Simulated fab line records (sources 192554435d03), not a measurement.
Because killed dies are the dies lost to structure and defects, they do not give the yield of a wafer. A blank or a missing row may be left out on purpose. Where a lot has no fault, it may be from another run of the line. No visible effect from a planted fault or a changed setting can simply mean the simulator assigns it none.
One fault through the eyes of 2 desks ; flow n5 finfet ; what lay behind the numbers comes last; until then each desk has only its own

## DESK OF THE TOOL OWNER: litho track-05
The tool's own readings at N5_BEOL_M3_COAT_61 (time 60 s, resist thk 60 nm): means of the sampled wafers that have a number, for each lot that ran on this tool. A lot is out of limits, marked OUT, if its mean lies more than 4 standard deviations from the usual mean; the brackets give that distance.
Columns: A = heater power total W at N5_BEOL_M3_COAT_61, usual 500.4 W; B = run length s at N5_BEOL_M3_COAT_61, usual 66.44 s
lot;first seen here;A;B
L699;day 7 03:32;497.6;66.58
L701;day 8 00:10;501.0;66.49
L711;day 10 09:43;554.2 (+30) OUT;58.54 (-44) OUT
L709;day 10 10:37;604.9 (+58) OUT;50.33 (-89) OUT
L712;day 10 12:55;605.5 (+58) OUT;50.24 (-90) OUT
This desk finds L709, L711, L712 out of limits, L711 being first, at day 10 09:43 (heater power total W at N5_BEOL_M3_COAT_61). L699, L701: within limits.

## METROLOGY DESK
Lot by lot, what the gauges showed, no matter which tool ran the lot: averages of those sampled wafers that carry a number. A lot is out of limits, marked OUT, if its mean lies more than 4 standard deviations from the usual mean; the brackets give that distance. Only the readings that lie furthest out on some lot appear, 7 of the 10 it has.
Columns: A = DIBL_N at N5_BEOL_M4_RC_MEAS_101, usual 36.9 mV/V; B = IOFF_P at N5_BEOL_M4_RC_MEAS_101, usual 0.22 nA/um; C = ION_N at N5_BEOL_M4_RC_MEAS_101, usual 674 uA/um; D = ION_P at N5_BEOL_M4_RC_MEAS_101, usual 461 uA/um; E = SS_N at N5_BEOL_M4_RC_MEAS_101, usual 71.7 mV/dec; F = VT_N at N5_BEOL_M4_RC_MEAS_101, usual 249 mV; G = VT_P at N5_BEOL_M4_RC_MEAS_101, usual -250 mV
lot;first seen here;A;B;C;D;E;F;G
L699;day 8 01:31;35.9;0.19;666;456;71.3;252;-252
L701;day 8 18:03;36.6;0.17;671;452;71.3;250;-256
L704;day 9 05:38;37.0;0.24;676;465;72.0;247;-248
L711;day 11 00:52;36.3;0.23;682;470;71.5;250;-247
L709;day 11 08:37;38.4;0.23;682;460;72.3;249;-251
L712;day 11 09:40;35.9;0.17;680;457;71.1;250;-254
L713;day 11 09:52;37.5;0.25;688;468;71.6;248;-248
L716;day 12 06:56;35.4;0.20;663;460;71.2;251;-252
L717;day 12 15:16;36.1;0.25;677;470;71.5;249;-245
L721;day 13 07:12;37.1;0.27;679;471;71.9;247;-246
L722;day 14 00:20;38.8;0.24;668;462;72.3;251;-248
Finding of this desk: none of the 11 lots has anything out of limits.

## BROUGHT TOGETHER
An alarm could have come from the tool owner's desk at day 10 09:43, on L709, L711, L712.
From the metrology desk's view, nothing was out of limits.
The metrology desk has L709, L711, L712 on record, within its limits.
On litho track-05, each named lot ran N5_BEOL_M3_COAT_61.

## WHAT WAS PUT IN BY THE SIMULATOR
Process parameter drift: litho track-05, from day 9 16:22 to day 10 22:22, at N5_BEOL_M3_COAT_61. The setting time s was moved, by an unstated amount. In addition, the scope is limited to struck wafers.
Shown lots that were struck: L709, L711, L712.
How many hours passed from the start of the fault until each desk's first out-of-limits reading: the tool owner's desk, 17.
